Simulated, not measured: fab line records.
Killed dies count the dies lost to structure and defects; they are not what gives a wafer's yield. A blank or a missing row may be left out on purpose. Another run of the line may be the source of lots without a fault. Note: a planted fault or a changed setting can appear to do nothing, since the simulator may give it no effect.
fab line records	flow nandHarc
[record] lots = 6	wafers = 18	lastDay = 34
route steps=1302 shown A_CONTACT@1001 END@1302
lots untouched by any fault: they come from a run of this same line in which no faults occurred
startH: hours from the record's first day to the start of the lot's first wafer shown	waitH: hours since the lot's step before	" as in the row above	L1.1+2: one row covering several wafers at once	- either no value or no given start	* or withheld: withheld	< > ~ a bound
route shown NAME@n: NAME is a module with steps in the file, n the number in the route of the first one	usual: mean/standard deviation taken from wafers without a fault	same: alike in all rows	chamber/n: place in a boat	sites: each site's reading	_std_site: standard deviation across them	_edge_site: inner sites' mean taken away from outer sites' mean	radiusMm: for every site, how far away it sits from the centre of the wafer	mask NAME#n: copy n	behind: the tool/chamber that last shaped the wafer	hold: cause of the lot's hold/its duration in hours/its outcome	device: the n, p or np transistor that did not switch	end of line: the route-end tests of the same wafers	a step given without rows: its recipe and nothing more	killed: count of dies lost to structure and defects at first sort (not the wafer's yield)	map: dies across one wafer; x = killed, . = not, _ = none there
set.NAME: setting as actually run; set.NAME@STEP: the setting as run at that earlier step	model.NAME: the simulator's own value behind a step, which no gauge read
lots at selected steps of the route; one table per step, one row per wafer
services: a tool's chamber out of use, with start hour (startH, from the record's first day; less than 0 if before it), hours out, and reason
[[steps]]
[step NHARC_A_CONTACT_ETCH_48]
[recipe] targetDepthA = 390	overEtchFrac = 0.3	timeS = 65	ionEnergyEv = 80	cf4FlowSccm = 150	arFlowSccm = 0	rfW = 300	biasW = 100	chemistry = CF4
[step NHARC_A_CONTACT_ETCH_49]
[recipe] targetDepthA = 2600	overEtchFrac = 0.3	timeS = 475.3	ionEnergyEv = 200	n2FlowSccm = 150	h2FlowSccm = 150	arFlowSccm = 0	rfW = 400	biasW = 150	chemistry = N2/H2
[step NHARC_A_CONTACT_ETCH_50]
[recipe] targetDepthA = 1210	timeS = 60.5	cf4FlowSccm = 100	chf3FlowSccm = 30	arFlowSccm = 0	rfW = 500	biasW = 200	chemistry = CF4/CHF3
[step NHARC_A_CONTACT_ETCH_51]
[recipe] targetDepthA = 70000	overEtchFrac = 0.3	timeS = 1820	ionEnergyEv = 150	o2FlowSccm = 400	cosFlowSccm = 20	arFlowSccm = 0	rfW = 500	biasW = 300	chemistry = O2/COS
[step NHARC_A_CONTACT_ETCH_111]
[recipe] sourceW = withheld	pressureMtorr = 20	biasV = withheld	timeS = 140	targetDepthA = 7000	arFlowSccm = withheld	c4f8FlowSccm = withheld	o2FlowSccm = withheld	chemistry = C4F8/O2/Ar
lot.wafer	tool	chamber	startH	waitH	rfHoursCounterH
L128.1	harCapEtch-03	1	512.42	-	43
L128.2	"	0	"	"	43
L128.4	"	1	"	"	-
L134.2	harCapEtch-02	1	588.27	-	96
L134.4	"	0	"	"	-
L134.6	"	1	"	"	-
L138.3	harCapEtch-03	1	613.06	-	-
L138.6	"	0	"	"	-
L138.5	"	1	"	"	-
L144.4	harCapEtch-03	1	663.18	-	-
L144.5	"	0	"	"	-
L144.6	"	1	"	"	-
L145.2	harCapEtch-03	1	684.65	-	72
L145.3	"	1	"	"	-
L145.6	"	0	"	"	-
L150.2	harCapEtch-02	1	736.07	-	124
L150.6	"	1	"	"	-
L150.5	"	0	"	"	-
[step NHARC_A_CONTACT_ETCH_112]
[recipe] sourceW = withheld	pressureMtorr = 20	biasV = 3000	timeS = 190	targetDepthA = 18500	arFlowSccm = withheld	c4f8FlowSccm = withheld	o2FlowSccm = withheld	chemistry = C4F8/O2/Ar
[step NHARC_A_CONTACT_ETCH_113]
[recipe] sourceW = withheld	pressureMtorr = 20	biasV = 3000	timeS = 190	targetDepthA = 18500	arFlowSccm = withheld	c4f8FlowSccm = withheld	o2FlowSccm = withheld	chemistry = C4F8/O2/Ar
[step NHARC_A_CONTACT_ETCH_114]
[recipe] sourceW = withheld	pressureMtorr = 20	biasV = 3000	timeS = 190	targetDepthA = 18500	arFlowSccm = withheld	c4f8FlowSccm = withheld	o2FlowSccm = withheld	chemistry = C4F8/O2/Ar
[step NHARC_A_CONTACT_ETCH_115]
[recipe] sourceW = withheld	pressureMtorr = 20	biasV = 3000	timeS = 190	targetDepthA = 18500	arFlowSccm = withheld	c4f8FlowSccm = withheld	o2FlowSccm = withheld	chemistry = C4F8/O2/Ar
lot.wafer	tool	chamber	startH	waitH	rfHoursCounterH
L128.1	harCapEtch-03	1	513.14	0.1	43
L128.2	"	0	"	"	43
L128.4	"	1	"	"	-
L134.2	harCapEtch-02	1	588.98	0.1	96
L134.4	"	0	"	"	-
L134.6	"	1	"	"	-
L138.3	harCapEtch-03	1	613.76	0.1	-
L138.6	"	0	"	"	-
L138.5	"	1	"	"	-
L144.4	harCapEtch-03	1	663.88	0.1	-
L144.5	"	0	"	"	-
L144.6	"	1	"	"	-
L145.2	harCapEtch-03	1	685.36	0.1	73
L145.3	"	1	"	"	-
L145.6	"	0	"	"	-
L150.2	harCapEtch-02	1	736.78	0.1	125
L150.6	"	1	"	"	-
L150.5	"	0	"	"	-
[step NHARC_A_CONTACT_ETCH_116]
[recipe] sourceW = withheld	pressureMtorr = 20	biasV = 3000	timeS = 190	targetDepthA = 18500	arFlowSccm = withheld	c4f8FlowSccm = withheld	o2FlowSccm = withheld	chemistry = C4F8/O2/Ar
[step NHARC_A_CONTACT_ETCH_117]
[recipe] sourceW = withheld	pressureMtorr = 20	biasV = 3000	timeS = 190	targetDepthA = 18500	arFlowSccm = withheld	c4f8FlowSccm = withheld	o2FlowSccm = withheld	chemistry = C4F8/O2/Ar
[step NHARC_A_CONTACT_ETCH_118]
[recipe] sourceW = withheld	pressureMtorr = 20	biasV = 3000	timeS = 190	targetDepthA = 18500	arFlowSccm = withheld	c4f8FlowSccm = withheld	o2FlowSccm = withheld	chemistry = C4F8/O2/Ar
[step NHARC_A_CONTACT_ETCH_119]
[recipe] sourceW = withheld	pressureMtorr = 20	biasV = 3000	timeS = 190	targetDepthA = 18500	arFlowSccm = withheld	c4f8FlowSccm = withheld	o2FlowSccm = withheld	chemistry = C4F8/O2/Ar
lot.wafer	tool	chamber	startH	waitH	rfHoursCounterH
L128.1	harCapEtch-03	1	513.82	0.1	44
L128.2	"	0	"	"	44
L128.4	"	1	"	"	-
L134.2	harCapEtch-02	1	589.66	0.1	97
L134.4	"	0	"	"	-
L134.6	"	1	"	"	-
L138.3	harCapEtch-03	1	614.44	0.1	-
L138.6	"	0	"	"	-
L138.5	"	1	"	"	-
L144.4	harCapEtch-03	1	664.56	0.1	-
L144.5	"	0	"	"	-
L144.6	"	1	"	"	-
L145.2	harCapEtch-03	1	686.04	0.1	74
L145.3	"	1	"	"	-
L145.6	"	0	"	"	-
L150.2	harCapEtch-02	1	737.47	0.1	126
L150.6	"	1	"	"	-
L150.5	"	0	"	"	-
[step NHARC_A_CONTACT_ETCH_120]
[recipe] sourceW = withheld	pressureMtorr = 20	biasV = 3000	timeS = 190	targetDepthA = 18500	arFlowSccm = withheld	c4f8FlowSccm = withheld	o2FlowSccm = withheld	chemistry = C4F8/O2/Ar
[step NHARC_A_CONTACT_ETCH_121]
[recipe] sourceW = withheld	pressureMtorr = 20	biasV = 3000	timeS = 190	targetDepthA = 18500	arFlowSccm = withheld	c4f8FlowSccm = withheld	o2FlowSccm = withheld	chemistry = C4F8/O2/Ar
[step NHARC_A_CONTACT_ETCH_122]
[recipe] sourceW = withheld	pressureMtorr = 20	biasV = 3000	timeS = 190	targetDepthA = 18500	arFlowSccm = withheld	c4f8FlowSccm = withheld	o2FlowSccm = withheld	chemistry = C4F8/O2/Ar
[step NHARC_A_CONTACT_ETCH_123]
[recipe] sourceW = withheld	pressureMtorr = 20	biasV = 400	timeS = 490	targetDepthA = 21100	arFlowSccm = withheld	c4f8FlowSccm = 11.5	o2FlowSccm = 7.2	chemistry = C4F8/O2/Ar
lot.wafer	tool	chamber	startH	waitH	rfHoursCounterH
L128.1	harCapEtch-03	1	514.51	0.1	45
L128.2	"	0	"	"	45
L128.4	"	1	"	"	-
L134.2	harCapEtch-02	1	590.41	0.2	97
L134.4	"	0	"	"	-
L134.6	"	1	"	"	-
L138.3	harCapEtch-03	1	615.29	0.3	-
L138.6	"	0	"	"	-
L138.5	"	1	"	"	-
L144.4	harCapEtch-03	1	665.42	0.3	-
L144.5	"	0	"	"	-
L144.6	"	1	"	"	-
L145.2	harCapEtch-03	1	686.79	0.2	74
L145.3	"	1	"	"	-
L145.6	"	0	"	"	-
L150.2	harCapEtch-02	1	738.15	0.1	126
L150.6	"	1	"	"	-
L150.5	"	0	"	"	-
[step NHARC_A_CONTACT_ETCH_90]
[recipe] targetDepthA = 400	overEtchFrac = 0.5	timeS = 85.7	ionEnergyEv = 120	ch3fFlowSccm = 50	o2FlowSccm = 30	arFlowSccm = 200	rfW = 500	biasW = 100	chemistry = CH3F/O2
[usual] drypumpMotorCurrentA = 5.8/0.38	mfcArSccm = 200.0/0.61	o2FlowSccm = 30.00/0.087	oesProductAu = 0.95/0.036	rfVppV = 243.9/1.3	showerheadPlenumPTorr = 2.42/0.076	throttleValvePct = 20.663/0.0098
lot.wafer	tool	chamber	startH	waitH	drypumpMotorCurrentA	mfcArSccm	o2FlowSccm	oesProductAu	rfHoursCounterH	rfVppV	showerheadPlenumPTorr	throttleValvePct
L128.2	rieDiel-02	2	515.49	0.8	4.9	198.9	30.01	0.92	33	243.3	2.44	20.670
L128.4	"	0	"	"	5.2	200.0	30.05	0.92	35	244.0	2.47	20.661
L128.1	"	1	"	"	6.2	199.0	29.91	0.91	35	245.3	2.62	20.657
L134.2	rieDiel-08	1	591.32	0.8	5.9	199.8	30.07	0.99	2	242.2	2.39	20.654
L134.6	"	3	"	"	6.2	200.4	30.05	1.01	-	244.2	2.37	20.662
L134.4	"	1	"	"	5.9	200.5	29.97	1.01	-	243.7	2.39	20.654
L138.3	rieDiel-08	1	616.05	0.7	5.8	201.1	30.01	1.01	12	243.2	2.38	20.657
L138.5	"	2	"	"	6.0	202.0	29.94	1.01	-	243.1	2.40	20.662
L138.6	"	3	"	"	6.1	200.7	30.06	1.01	-	243.7	2.36	20.675
L144.4	rieDiel-08	0	666.19	0.7	5.9	199.6	29.92	1.00	24	243.4	2.38	20.654
L144.6	"	1	"	"	5.9	199.3	30.02	1.01	-	243.3	2.38	20.661
L144.5	"	2	"	"	6.0	199.2	30.02	0.99	-	244.7	2.40	20.673
L145.3	rieDiel-03	3	687.70	0.6	5.1	200.7	30.18	0.99	13	244.2	2.39	20.657
L145.2	"	1	"	"	5.8	200.3	30.07	1.00	14	246.2	2.64	20.657
L145.6	"	3	"	"	5.1	200.8	30.12	0.99	-	245.3	2.39	20.675
L150.2	rieDiel-08	3	739.15	0.9	6.2	200.0	30.06	0.92	2	242.9	2.36	20.681
L150.5	"	1	"	"	5.9	199.7	29.94	0.93	-	244.0	2.38	20.662
L150.6	"	2	"	"	6.0	199.6	29.90	0.92	-	243.9	2.40	20.673
[step NHARC_A_CONTACT_ETCH_96]
[recipe] targetDepthA = 200	overEtchFrac = 0.5	timeS = 10	ionEnergyEv = 250	c4f6FlowSccm = 25	o2FlowSccm = 20	arFlowSccm = 500	rfW = 600	biasW = 500	chemistry = C4F6/O2
[usual] drypumpMotorCurrentA = 5.8/0.38	mfcArSccm = 499.9/1.6	o2FlowSccm = 20.00/0.056	oesProductAu = 0.961/0.027	rfVppV = 546.1/2.7	showerheadPlenumPTorr = 3.88/0.13	throttleValvePct = 26.904/0.0092
lot.wafer	tool	chamber	startH	waitH	drypumpMotorCurrentA	mfcArSccm	o2FlowSccm	oesProductAu	rfHoursCounterH	rfVppV	showerheadPlenumPTorr	throttleValvePct
L128.2	rieDiel-02	1	-	-	6.2	500.2	20.02	0.930	35	551.4	4.17	26.918
L128.4	"	2	"	"	5.0	501.0	20.10	0.936	33	545.6	3.89	26.914
L128.1	"	3	"	"	5.3	497.5	20.01	0.952	33	542.5	3.81	26.903
L134.2	rieDiel-08	2	591.47	0.1	6.0	501.5	20.07	0.991	7	544.9	3.85	26.906
L134.6	"	3	"	"	6.1	500.9	20.00	0.996	-	542.9	3.78	26.921
L134.4	"	2	"	"	6.0	500.7	20.06	0.992	-	547.9	3.85	26.887
L138.3	rieDiel-08	1	-	-	5.9	498.1	20.05	0.992	12	544.3	3.81	26.903
L138.6	"	1	"	"	5.8	501.1	20.01	0.998	-	545.3	3.81	26.888
L138.5	"	2	"	"	6.0	500.6	19.95	0.993	-	545.2	3.84	26.910
L144.4	rieDiel-08	2	-	-	6.0	501.5	20.08	0.989	24	546.0	3.84	26.892
L144.6	"	2	"	"	6.0	499.6	20.00	0.991	-	545.5	3.84	26.904
L144.5	"	3	"	"	6.2	501.2	19.98	0.990	-	542.8	3.77	26.903
L145.3	rieDiel-03	1	-	-	5.8	502.2	20.04	0.986	14	552.9	4.19	26.916
L145.2	"	2	"	"	5.5	499.1	19.97	0.980	15	545.9	3.87	26.897
L145.6	"	1	"	"	5.7	499.5	20.03	0.989	-	553.9	4.19	26.933
L150.2	rieDiel-08	0	-	-	5.9	499.2	20.00	0.945	1	545.2	3.80	26.894
L150.5	"	3	"	"	6.2	500.2	19.85	0.942	-	544.2	3.77	26.892
L150.6	"	0	"	"	5.9	501.4	19.96	0.959	-	544.8	3.80	26.914
[step NHARC_A_CONTACT_CD_MEAS_53]
[usual] cdNm = 289.8/0.72
lot.wafer	tool	chamber	startH	waitH	cdNm
L128.1	cdSem-02	-	515.71	-	289.7
L128.2	"	-	"	"	290.0
L128.4	"	-	"	"	289.1
L134.2	cdSem-02	-	591.55	-	290.2
L134.4	"	-	"	"	290.4
L134.6	"	-	"	"	291.0
L138.3	cdSem-01	-	616.26	-	289.2
L138.5	"	-	"	"	290.2
L138.6	"	-	"	"	289.6
L144.4	cdSem-03	-	666.37	-	290.3
L144.5	"	-	"	"	290.7
L144.6	"	-	"	"	289.9
L145.2	cdSem-02	-	687.90	-	290.4
L145.3	"	-	"	"	290.9
L145.6	"	-	"	"	291.3
L150.2	cdSem-03	-	739.34	-	289.2
L150.5	"	-	"	"	290.4
L150.6	"	-	"	"	290.4
[step NHARC_A_CONTACT_STRIP_99]
[recipe] n2FlowSccm = 150	h2FlowSccm = 150	arFlowSccm = 0	biasW = 0	chemistry = N2/H2
[step NHARC_A_CONTACT_STRIP_100]
[recipe] cf4FlowSccm = 100	chf3FlowSccm = 30	arFlowSccm = 0	biasW = 0	chemistry = CF4/CHF3
[step NHARC_A_CONTACT_STRIP_101]
[recipe] o2FlowSccm = 400	cosFlowSccm = 20	arFlowSccm = 0	biasW = 0	chemistry = O2/COS
[step NHARC_A_CONTACT_ETCH_102]
[recipe] targetDepthA = 1000	overetchA = 100	timeS = 55	ionEnergyEv = 100	cf4FlowSccm = 80	o2FlowSccm = 20	arFlowSccm = 0	rfW = 300	biasW = 100	chemistry = CF4/O2
[step NHARC_A_CONTACT_STRIP_55]
[recipe] o2FlowSccm = 500	arFlowSccm = 0	biasW = 0	chemistry = O2
[step NHARC_A_CONTACT_STRIP_56]
[recipe] timeS = 600	tempC = 30	chemistry = postEtchResidueRemover
[step NHARC_A_CONTACT_DEP_57]
[recipe] targetThkA = 53000	tempC = 400	material = aC
[step NHARC_A_CONTACT_DEP_58]
[recipe] targetThkA = 900	targetThkNm = 90	tempC = 400	pressureTorr = 3.5	flowSccm = 200	rfW = 350	material = SiON
[step NHARC_A_CONTACT_DEHYDRATE_59]
[recipe] tempC = 150	timeS = 120
[step NHARC_A_CONTACT_HMDS_60]
[recipe] timeS = 30
[step NHARC_A_CONTACT_COAT_61]
[recipe] tempC = 260	timeS = 75
[step NHARC_A_CONTACT_COAT_62]
[recipe] tempC = 225	timeS = 65
[step NHARC_A_CONTACT_COAT_63]
[recipe] spinRpm = 1500	resistThkNm = 90
[step NHARC_A_CONTACT_SOFTBAKE_64]
[recipe] tempC = 105	timeS = 55
[step NHARC_A_CONTACT_EBR_65]
[step NHARC_A_CONTACT_EXPOSE_66]
[recipe] na = 1.35	sigmaOuter = 0.8	doseMj = 59.02	maskId = A_CC_2
[step NHARC_A_CONTACT_PEB_67]
[recipe] pebTempC = 100	pebTimeS = 65
[step NHARC_A_CONTACT_DEVELOP_68]
[recipe] developTimeS = 35	devTempC = 23
[step NHARC_A_CONTACT_CD_MEAS_69]
[recipe] targetCdNm = 300	landingEnergyEv = 500
[usual] cdNm = 300.0/0.52
lot.wafer	tool	chamber	startH	waitH	cdNm
L128.1	cdSem-03	0	520.68	-	299.8
L128.2	"	0	"	"	300.1
L128.4	"	0	"	"	300.0
L134.2	cdSem-01	0	596.99	-	300.7
L134.4	"	0	"	"	300.1
L134.6	"	0	"	"	300.2
L138.3	cdSem-03	0	627.31	-	299.6
L138.5	"	0	"	"	299.4
L138.6	"	0	"	"	299.5
L144.4	cdSem-01	0	671.42	-	300.2
L144.5	"	0	"	"	299.7
L144.6	"	0	"	"	299.0
L145.2	cdSem-02	0	692.87	-	300.7
L145.3	"	0	"	"	300.2
L145.6	"	0	"	"	301.0
L150.2	cdSem-01	0	747.53	-	299.5
L150.5	"	0	"	"	299.9
L150.6	"	0	"	"	299.1
[step NHARC_A_CONTACT_OVL_MEAS_70]
[usual] overlayXNm = 0.0/1	overlayYNm = -0.1/0.82
lot.wafer	tool	chamber	startH	waitH	overlayXNm	overlayYNm
L128.1	overlay-01	-	520.77	-	-1.7	0.5
L128.2	"	-	"	"	-1.3	-0.3
L128.4	"	-	"	"	-2.0	0.3
L134.2	overlay-01	-	597.08	-	-0.9	-0.2
L134.4	"	-	"	"	-1.0	0.1
L134.6	"	-	"	"	-1.5	0.1
L138.3	overlay-01	-	627.40	-	-0.2	-2.0
L138.5	"	-	"	"	-0.2	-1.2
L138.6	"	-	"	"	0.1	-1.1
L144.4	overlay-01	-	671.50	-	0.0	-0.4
L144.5	"	-	"	"	-0.3	0.3
L144.6	"	-	"	"	0.1	-0.8
L145.2	overlay-02	-	692.96	-	0.2	-0.7
L145.3	"	-	"	"	0.3	-0.2
L145.6	"	-	"	"	0.7	-0.3
L150.2	overlay-01	-	747.62	-	1.6	0.9
L150.5	"	-	"	"	1.2	0.5
L150.6	"	-	"	"	1.4	0.1
[step NHARC_A_CONTACT_DESCUM_74]
[recipe] timeS = 3	o2FlowSccm = 200	arFlowSccm = 0	biasPowerW = 0	chemistry = O2
[step NHARC_END_SORT_01]
[recipe] tempC = 25
[usual] killedAtArray = 64/18	killedAtOther = 0.8/1.1	killedAtPeriphery = 3.8/2.7	killedDies = 68/18	killedOpen = 3.3/1.9	killedShort = 2.3/1.8
[same] grossDies = 677
lot.wafer	tool	chamber	startH	waitH	killedAtArray	killedAtOther	killedAtPeriphery	killedDies	killedOpen	killedShort
L134.2	prober-02	0	658.75	2.8	36	2	1	39	6	0
L134.4	prober-02	0	660.34	3.4	31	1	0	32	1	2
L134.6	prober-02	0	661.93	4.0	35	3	2	40	5	2
L144.4	prober-02	0	738.36	3.4	102	1	0	103	2	2
L144.5	prober-02	0	739.15	3.7	133	0	1	134	5	1
L144.6	prober-02	0	739.95	4.0	113	0	2	115	1	3
L145.2	prober-01	0	753.85	2.8	127	1	1	129	7	8
L145.3	prober-01	0	754.65	3.1	97	1	1	99	2	2
L145.6	prober-01	0	757.03	4.0	138	5	2	145	5	4
// killed by level:class
L134.2 A_CHANNEL_HOLE_D2:chamberFilmFlake=9 A_CHANNEL_HOLE_D1:chamberFilmFlake=8 A_CONTACT:chamberFilmFlake=7 A_STAIRCASE:chamberFilmFlake=4 A_M0:geometricParticle:open=2 A_BLC:chamberFilmFlake=2 THIN_TSV:chamberFilmFlake=2 P_CONTACT:geometricParticle:open=1
L134.4 A_CHANNEL_HOLE_D2:chamberFilmFlake=9 A_CHANNEL_HOLE_D1:chamberFilmFlake=5 A_STAIRCASE:chamberFilmFlake=5 A_SLIT:chamberFilmFlake=3 A_CONTACT:chamberFilmFlake=2 A_ONON_D1:geometricParticle:open=1 A_WL_FILL:geometricParticle:short=1 A_M0:geometricParticle:short=1
L134.6 A_CHANNEL_HOLE_D2:chamberFilmFlake=17 A_SLIT:chamberFilmFlake=4 A_CHANNEL_HOLE_D1:chamberFilmFlake=3 THIN_TSV:chamberFilmFlake=3 A_CHANNEL_FILL_D2:geometricParticle:open=2 A_CONTACT:chamberFilmFlake=2 A_BLC:chamberFilmFlake=2 P_CONTACT:geometricParticle:open=1
L144.4 A_CONTACT:unspecified=52 A_CHANNEL_HOLE_D1:chamberFilmFlake=34 A_CHANNEL_HOLE_D2:chamberFilmFlake=4 A_SLIT:chamberFilmFlake=3 A_CHANNEL_FILL_D1:chamberFilmFlake=2 A_STAIRCASE:chamberFilmFlake=2 A_ONON_D1:geometricParticle:open=1 A_CHANNEL_FILL_D1:geometricParticle:short=1
L144.5 A_CONTACT:unspecified=68 A_CHANNEL_HOLE_D1:chamberFilmFlake=31 A_CHANNEL_HOLE_D2:chamberFilmFlake=19 A_SLIT:chamberFilmFlake=6 A_STAIRCASE:chamberFilmFlake=2 P_M1:geometricParticle:open=1 A_ONON_D2:geometricParticle:short=1 A_CHANNEL_FILL_D2:geometricParticle:open=1
L144.6 A_CONTACT:unspecified=56 A_CHANNEL_HOLE_D1:chamberFilmFlake=28 A_CHANNEL_HOLE_D2:chamberFilmFlake=19 A_SLIT:chamberFilmFlake=4 A_M0:chamberFilmFlake=2 P_GATE:geometricParticle:short=1 P_M0:geometricParticle:short=1 A_SOURCE_PLATE:geometricParticle:open=1
L145.2 A_CONTACT:unspecified=54 A_CHANNEL_HOLE_D1:chamberFilmFlake=28 A_CHANNEL_HOLE_D2:chamberFilmFlake=25 A_CHANNEL_FILL_D1:geometricParticle:short=4 A_CONTACT:chamberFilmFlake=4 A_ONON_D2:geometricParticle:open=2 A_SLIT:chamberFilmFlake=2 P_M0:geometricParticle:open=1
L145.3 A_CONTACT:unspecified=43 A_CHANNEL_HOLE_D1:chamberFilmFlake=29 A_CHANNEL_HOLE_D2:chamberFilmFlake=10 A_SLIT:chamberFilmFlake=3 A_CHANNEL_FILL_D1:chamberFilmFlake=2 A_STAIRCASE:chamberFilmFlake=2 A_WL_FILL:chamberFilmFlake=2 A_CONTACT:chamberFilmFlake=2
L145.6 A_CONTACT:unspecified=73 A_CHANNEL_HOLE_D1:chamberFilmFlake=27 A_CHANNEL_HOLE_D2:chamberFilmFlake=24 THIN_TSV:chamberFilmFlake=4 A_STAIRCASE:chamberFilmFlake=3 A_CONTACT:chamberFilmFlake=3 P_STI:geometricParticle:short=1 P_CONTACT:geometricParticle:open=1
// map L144.5 (x killed, . not)
____________.____________
_________......._________
_______..........._______
______......x......______
_____.....x........._____
____....x.xx.........____
____...xxxxxxx.......____
___...x..xxxxx.....xxx___
___.....xxxxx......xxx___
__.....xxxxxxxx.x..xxx.__
__.....xxxxxxx...xxx...__
_.....xxxxxxxxx.x.xxx..._
_......xxxxxx..x.xxxx..._
_..x...xxxxxxxxx.xxx...._
_.......xxxxx...xx.xx..._
_xx.x.....xx.x.xxxxx...._
......x....x.x.xxx.x.....
.x....x...x....xxxx......
.............x.x...x.....
.............x....x......
.................x.......
_..x...................._
_......................._
_......................._
_......................._
_......................._
__.....................__
__................x....__
___..........x....x...___
___.x.................___
____.................____
____.....x...........____
_____..............._____
______.............______
_______..........._______
_________......._________
____________.____________
// map L145.6 (x killed, . not)
____________.____________
_________......x_________
_______..........._______
______.............______
_____....x...x......_____
____.....xxx.......x.____
____....xxxxxx.......____
___....xxxxx.....x.x..___
___....xxxxxxx....xxx.___
__.....xxxxxx..x....xxx__
__.....xxxxxxxx.x...x..__
_......xxxxxxxx..xxxxxx._
_.x.x.xxxxxxxx.x....xx.._
_xx..x.xxxxxxx..x...x.x._
_x..xx.xxxxxxx.........x_
_xxxx.....xxx.....x.x..._
.xxx.x..x.x........x.....
.xxxx......x.............
xxx.x....xx...x..x...x...
.x.x.....x...............
.x..........x............
_............x.........._
_......................._
_......................._
_......................._
_.x........x............_
__.....................__
__...........x.........__
___................x..___
___...................___
____.................____
____......x.x........____
_____.....x........._____
______.............______
_______.........x._______
_________......._________
____________.____________
[[services]]
tool	chamber	startH	hours	kind
rieDiel-03	0	489.02	4.1	repair
rieDiel-08	0	499.33	-	clean
rieDiel-08	1	499.33	-	clean
rieDiel-08	2	499.33	-	clean
rieDiel-08	3	499.33	-	clean
rieDiel-02	-	504.80	1.1	repair
rieDiel-08	1	515.47	58.7	repair
rieDiel-08	0	524.03	-	clean
rieDiel-08	2	524.03	-	clean
rieDiel-08	3	524.03	-	clean
rieDiel-08	-	544.80	9.0	pm
rieDiel-08	0	544.80	9.0	ventCycle
rieDiel-03	3	547.96	7.7	repair
rieDiel-02	-	571.39	9.0	pm
rieDiel-08	0	590.40	1.3	repair
rieDiel-03	1	604.28	7.1	repair
rieDiel-03	-	636.16	9.0	pm
rieDiel-02	0	653.45	3.2	repair
rieDiel-02	1	667.45	4.3	repair
rieDiel-03	3	705.00	14.9	repair
rieDiel-03	0	714.15	7.5	repair
rieDiel-02	3	718.45	9.2	repair
rieDiel-08	-	721.80	9.0	pm
rieDiel-02	-	732.72	0.4	repair
[[key]]
[firstSign] step = NHARC_END_SORT_01	reading = killedAtArray	direction = up	sigmas = 3	usual = 64	struck = 118	wafersMoved = 5
[effect] step = NHARC_END_SORT_01	reading = killedDies	direction = up	sigmas = 2.9	usual = 68	struck = 121	wafersMoved = 4
[moreKillsBornAt] NHARC_A_CONTACT_ETCH_119@harCapEtch-03 = 342
metAt NHARC_A_CONTACT_ETCH_119
struckWafers L144.4,L144.5,L144.6,L145.2,L145.3,L145.6
testerLeftOut L144,L145
onsetBetween 614.44 664.56
alsoFits NHARC_A_CONTACT_ETCH_111:harCapEtch-03,NHARC_A_CONTACT_ETCH_115:harCapEtch-03,NHARC_A_CONTACT_ETCH_123:harCapEtch-03
[fault] kind = chamberParticleSource	tool = harCapEtch-03	chamber = -	onsetH = 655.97	steps = NHARC_A_CONTACT_ETCH_119	ratePerVisitCm2 = 0.39346	endH = 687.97
// testerLeftOut: of these lots the tester's yield and bins aren't shown, on N5 and GAA mostly nor the transistor test; their killed dies are dies lost to structure and defects alone, not to doping, threshold or leakage, so they don't give the yield
